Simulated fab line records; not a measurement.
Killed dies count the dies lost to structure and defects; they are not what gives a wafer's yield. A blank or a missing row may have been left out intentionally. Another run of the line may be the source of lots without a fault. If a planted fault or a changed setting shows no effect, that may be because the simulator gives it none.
Matching of chambers ; flow nand-harc ; 4 sister chambers for NHARC_A_DECK1_JOINT_CMP_13 on cmp-03
The step polishes, target thk 51.023 nm. 16 wafers are shown with their chamber, then 8 later ones without.

WAFERS WITH THEIR CHAMBER
wafer;chamber;motor-current-A (A);time-to-endpoint-s (s)
L941.1;0;11.7;10.6
L941.4;2;11.8;7.1
L941.6;0;11.4;10.2
L942.1;1;12.9;9.4
L942.3;2;11.9;7.2
L942.6;2;11.4;8.2
L943.3;1;13.2;5.8
L943.4;0;11.9;11.6
L943.5;3;11.9;9.6
L945.1;0;12.7;12.1
L945.2;3;11.6;11.8
L945.3;1;12.9;9.2
L948.1;3;11.2;9.3
L948.2;2;11.5;6.4
L948.3;0;12.2;13.0
L954.2;2;12.2;7.8

SIGNATURES, as means of the wafers listed above
reading;chamber 0;chamber 1;chamber 2;chamber 3;scatter within a chamber
motor-current-A;11.980;13.000;11.760;11.567;0.377
time-to-endpoint-s;11.500;8.133;7.340;10.233;1.26
Rule: a wafer's distance from a chamber is the root of the sum, over the readings, of the square of ((its reading less the chamber's mean) divided by the reading's scatter). The wafer belongs to the nearest chamber; if the next one is less than 2 further off, it can't be placed. The scatter: take each reading less its chamber's mean, square it, sum over the shown wafers, divide by the number of wafers less the number of chambers, and take the root.

WAFERS MISSING THEIR CHAMBER
wafer;motor-current-A (A);time-to-endpoint-s (s)
L954.5;11.2;11.7
L954.6;11.9;7.3
L957.2;11.7;11.7
L957.3;11.7;8.0
L957.4;12.9;7.3
L962.1;13.5;7.2
L962.2;11.7;8.2
L962.5;11.3;7.4

EACH ONE'S CHAMBER
wafer;from the rows above;in truth
L954.5;can't be placed: 3 or 0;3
L954.6;2;2
L957.2;can't be placed: 0 or 3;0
L957.3;can't be placed: 2 or 3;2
L957.4;1;1
L962.1;1;1
L962.2;can't be placed: 2 or 3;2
L962.5;can't be placed: 2 or 3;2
Correctly placed: 3 of 8. Unplaceable from these rows: 5, with the true chamber sitting among the candidates in 5. Placed wrongly: 0.
